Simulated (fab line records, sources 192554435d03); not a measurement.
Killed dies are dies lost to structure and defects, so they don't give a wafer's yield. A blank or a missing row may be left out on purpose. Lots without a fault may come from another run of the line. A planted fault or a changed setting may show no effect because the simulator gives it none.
Which tool did it? | flow n5_finfet | 9 lots, 27 wafers sampled, at 5 steps of a route of 1938

WHAT THE GAUGES READ, wafer by wafer
N5_BEOL_M4_RC_MEAS_101.
lot  | measured     | on        | DIBL_N (mV/V)  | DIBL_P (mV/V)  | IOFF_N (nA/um)    | IOFF_P (nA/um) | ION_N (uA/um) | ION_P (uA/um) | SS_N (mV/dec)  | SS_P (mV/dec)  | VT_N (mV)         | VT_P (mV)
L394 | day 9 12:25  | prober-02 | 37.0 35.1 34.3 | 38.7 36.5 35.6 | 0.187 0.160 0.139 | 0.24 0.20 0.18 | 680 680 673   | 455 468 459   | 72.2 71.6 71.5 | 74.2 73.1 73.1 | 246.1 248.8 249.6 | -249 -253 -255
L395 | day 9 14:31  | prober-01 | 37.4 37.1 35.0 | 35.6 36.0 33.4 | 0.178 0.178 0.136 | 0.20 0.21 0.16 | 674 686 664   | 456 458 448   | 71.8 71.6 71.7 | 73.3 73.6 72.4 | 247.8 249.2 253.0 | -255 -253 -255
L399 | day 10 05:20 | prober-02 | 35.6 35.7 36.2 | 34.3 35.1 34.6 | 0.140 0.142 0.146 | 0.19 0.19 0.19 | 666 663 670   | 456 457 462   | 71.3 70.9 71.1 | 72.4 72.9 72.4 | 253.3 251.2 250.4 | -252 -250 -250
L400 | day 10 14:10 | prober-02 | 35.7 34.4 33.6 | 35.9 34.8 33.0 | 0.157 0.137 0.122 | 0.21 0.20 0.17 | 667 666 648   | 456 463 452   | 71.3 70.3 71.2 | 73.0 73.0 71.8 | 250.1 248.8 253.3 | -247 -248 -251
L401 | day 10 16:13 | prober-01 | 35.7 32.5 36.7 | 36.3 31.9 37.0 | 0.153 0.104 0.161 | 0.19 0.14 0.20 | 676 658 663   | 455 448 452   | 70.7 70.6 71.4 | 74.0 72.7 74.8 | 248.6 258.3 250.6 | -255 -257 -255
L409 | day 13 00:23 | prober-01 | 35.5 37.5 35.4 | 35.9 38.4 35.7 | 0.162 0.193 0.156 | 0.25 0.28 0.24 | 663 680 667   | 465 472 462   | 72.1 72.4 71.2 | 72.7 74.2 72.8 | 249.5 248.3 249.9 | -243 -244 -248
L411 | day 13 03:45 | prober-02 | 40.2 35.4 37.4 | 39.1 34.9 37.0 | 0.228 0.132 0.165 | 0.27 0.19 0.22 | 677 672 682   | 468 462 465   | 72.5 70.7 71.2 | 74.4 72.5 73.3 | 246.0 252.0 247.7 | -248 -254 -249
L410 | day 13 21:21 | prober-02 | 36.1 37.1 37.0 | 34.4 36.0 36.6 | 0.142 0.142 0.158 | 0.15 0.17 0.18 | 664 643 674   | 450 441 450   | 70.9 71.9 71.8 | 72.8 73.1 73.2 | 249.5 253.3 248.2 | -258 -254 -255
L413 | day 14 04:16 | prober-02 | 36.1 35.0 38.2 | 36.2 35.4 39.4 | 0.149 0.136 0.190 | 0.18 0.17 0.24 | 665 678 675   | 456 459 462   | 71.0 70.9 71.5 | 72.9 73.7 74.2 | 252.6 253.1 249.5 | -253 -255 -248

WHICH TOOL RAN EACH LOT (tool, then ch and the chambers of the sampled wafers, then the start)
lot  | N5_BEOL_M3_ETCH_77                 | N5_BEOL_M3_ALD_98                 | N5_BEOL_M3_VIA_ETCH_34             | N5_BEOL_M3_TRENCH_ETCH_37
L394 | rie_diel-03 ch 0,1,3, day 8 12:28  | ald_sin-01 ch 0,1,3, day 8 13:15  | rie_diel-04 ch 1,2, day 8 15:40    | rie_diel-04 ch 1,2, day 9 12:25 or earlier
L395 | rie_diel-04 ch 0,1,2, day 8 13:35  | ald_sin-01 ch 0,1, day 8 13:42    | rie_diel-03 ch 0,3, day 8 20:04    | rie_diel-03 ch 0,3, day 9 14:31 or earlier
L399 | rie_diel-02 ch 0,2, day 9 02:25    | ald_sin-02 ch 0,1, day 9 02:31    | rie_diel-02 ch 0,2,3, day 9 03:23  | rie_diel-02 ch 0,2,3, day 10 05:20 or earlier
L400 | rie_diel-02 ch 0,2,3, day 9 15:47  | ald_sin-02 ch 0,2,3, day 9 16:17  | rie_diel-03 ch 0,1,2, day 9 20:20  | rie_diel-03 ch 0,1,2, day 10 14:10 or earlier
L401 | rie_diel-04 ch 0,1,3, day 9 22:11  | ald_sin-01 ch 1,2, day 9 22:19    | rie_diel-04 ch 0,1, day 10 01:40   | rie_diel-04 ch 0,1, day 10 16:13 or earlier
L409 | rie_diel-04 ch 0,1,3, day 11 23:10 | ald_sin-02 ch 0,1,3, day 11 23:16 | rie_diel-03 ch 0,1,2, day 12 11:10 | rie_diel-03 ch 0,1,2, day 13 00:23 or earlier
L411 | rie_diel-04 ch 0,3, day 12 13:16   | ald_sin-02 ch 0,3, day 12 13:31   | rie_diel-03 ch 0,1,2, day 12 15:47 | rie_diel-03 ch 0,1,2, day 13 03:45 or earlier
L410 | rie_diel-03 ch 0,2, day 12 20:50   | ald_sin-01 ch 0,1,2, day 12 20:56 | rie_diel-02 ch 0,3, day 13 00:31   | rie_diel-02 ch 0,3, day 13 21:21 or earlier
L413 | rie_diel-04 ch 0,1,2, day 12 22:36 | ald_sin-02 ch 0,1,3, day 12 22:42 | rie_diel-04 ch 1,3, day 13 05:44   | rie_diel-04 ch 1,3, day 14 04:16 or earlier
- N5_BEOL_M3_ETCH_77: etches underlayer in N2/H2, target depth 6.5 nm, time 5.2 s.
- N5_BEOL_M3_ALD_98: deposits SiO2, target thk 2.5 nm, pulse time 1 s, co reactant pulse time 1 s.
- N5_BEOL_M3_VIA_ETCH_34: etches the open film in C4F6/O2, target depth 69.4 nm, time 65.9 s.
- N5_BEOL_M3_TRENCH_ETCH_37: etches SiOC in C4F6/O2, target depth 55.555 nm, time 29.2 s.

WHAT THE TOOLS THEMSELVES READ (means of the sampled wafers that have a number; where no wafer has one, the mark that the record gives instead)
N5_BEOL_M3_ETCH_77.
lot  | tool        | drypump_motor_current_A (A) | etch_rf_on_time_s (s) | oes_product_au (a.u.) | rf_vpp_V (V) | showerhead_plenum_p_Torr (Torr) | throttle_valve_pct (%)
L394 | rie_diel-03 | 5.8                         | 5.26                  | 0.67                  | 525.7        | 2.55                            | 17.81
L395 | rie_diel-04 | 5.9                         | 5.29                  | 0.61                  | 526.3        | 2.59                            | 17.89
L399 | rie_diel-02 | 5.6                         | 5.15                  | 0.65                  | 524.2        | 2.54                            | 17.99
L400 | rie_diel-02 | 6.1                         | 5.20                  | 0.70                  | 525.1        | 2.61                            | 17.83
L401 | rie_diel-04 | 5.9                         | 5.19                  | 0.69                  | 525.2        | 2.58                            | 17.68
L409 | rie_diel-04 | 5.9                         | 5.12                  | 0.67                  | 525.1        | 2.58                            | 17.70
L411 | rie_diel-04 | 5.7                         | 5.14                  | 0.66                  | 522.9        | 2.53                            | 17.88
L410 | rie_diel-03 | 5.6                         | 5.23                  | 0.64                  | 524.1        | 2.53                            | 17.94
L413 | rie_diel-04 | 5.9                         | 5.31                  | 0.60                  | 524.6        | 2.58                            | 17.95

N5_BEOL_M3_ALD_98.
lot  | tool       | chamber_pressure_Torr (Torr) | heater_power_w (W) | precursor_pulse_height_rel
L394 | ald_sin-01 | 1.997                        | 72                 | 1.019
L395 | ald_sin-01 | 1.998                        | 70                 | 1.006
L399 | ald_sin-02 | -                            | -                  | -
L400 | ald_sin-02 | -                            | -                  | -
L401 | ald_sin-01 | -                            | -                  | -
L409 | ald_sin-02 | 2.005                        | 70                 | 1.007
L411 | ald_sin-02 | 2.005                        | 72                 | 1.005
L410 | ald_sin-01 | 1.999                        | 77                 | 0.996
L413 | ald_sin-02 | 2.006                        | 70                 | 1.009

N5_BEOL_M3_VIA_ETCH_34.
lot  | tool        | drypump_motor_current_A (A) | oes_product_au (a.u.) | rf_vpp_V (V) | showerhead_plenum_p_Torr (Torr) | throttle_valve_pct (%)
L394 | rie_diel-04 | 6.1                         | 0.73                  | 683          | 2.94                            | 30.6
L395 | rie_diel-03 | 5.8                         | 0.84                  | 651          | 2.96                            | 30.8
L399 | rie_diel-02 | 6.1                         | 0.83                  | 675          | 2.91                            | 30.7
L400 | rie_diel-03 | 5.6                         | 0.75                  | 651          | 2.80                            | 30.8
L401 | rie_diel-04 | 6.1                         | 0.72                  | 678          | 2.90                            | 30.7
L409 | rie_diel-03 | 5.6                         | 0.74                  | 652          | 2.79                            | 30.8
L411 | rie_diel-03 | 5.6                         | 0.73                  | 651          | 2.79                            | 30.8
L410 | rie_diel-02 | 5.6                         | 0.74                  | 673          | 2.87                            | 31.1
L413 | rie_diel-04 | 6.1                         | 0.79                  | 674          | 2.90                            | 30.2

N5_BEOL_M3_TRENCH_ETCH_37.
lot  | tool        | drypump_motor_current_A (A) | oes_product_au (a.u.) | rf_vpp_V (V) | showerhead_plenum_p_Torr (Torr) | throttle_valve_pct (%)
L394 | rie_diel-04 | 6.1                         | 0.73                  | 682          | 2.95                            | 20.7
L395 | rie_diel-03 | 5.7                         | 0.83                  | 651          | 2.96                            | 20.7
L399 | rie_diel-02 | 6.1                         | 0.82                  | 674          | 2.91                            | 20.8
L400 | rie_diel-03 | 5.6                         | 0.75                  | 652          | 2.81                            | 21.0
L401 | rie_diel-04 | 6.1                         | 0.72                  | 679          | 2.90                            | 20.8
L409 | rie_diel-03 | 5.6                         | 0.74                  | 651          | 2.80                            | 21.0
L411 | rie_diel-03 | 5.6                         | 0.74                  | 651          | 2.80                            | 21.0
L410 | rie_diel-02 | 5.6                         | 0.74                  | 671          | 2.88                            | 21.1
L413 | rie_diel-04 | 6.1                         | 0.79                  | 674          | 2.91                            | 20.5

THE ANSWER, worked out from the rows above alone
Rule: what is usual is taken from the lots themselves. Put in order of their means at a reading, lots are off if they are a third of the lots or fewer, leave a main group of 4 or more, and stand apart from it by a gap of 3 or more times the standard deviation of the main group's means; of several such gaps the widest counts. A main group whose means are all the same, to the digits that the tables above print for the reading, isn't used. A lot without any number at a reading at which 4 lots or more have one is off too. The other lots that the step has rows for count as sound. The gauges are gone through in route order, then the tools' own readings, and for those a lot's mean is taken as printed above. The first step at which some lot is off is used, and at that step the reading that is off furthest; a lot without a number counts as furthest.
Off: L399, L400, L401, at N5_BEOL_M3_ALD_98 (chamber_pressure_Torr). Without a number there: L399, L400, L401. The main group: mean 2.002 Torr, standard deviation 0.0037.
A tool fits if, at that step or a process step before it, it ran every lot that is off, and no sound lot after the first of them. None of those tried fits.

WHAT THE SIMULATOR HAD PUT IN
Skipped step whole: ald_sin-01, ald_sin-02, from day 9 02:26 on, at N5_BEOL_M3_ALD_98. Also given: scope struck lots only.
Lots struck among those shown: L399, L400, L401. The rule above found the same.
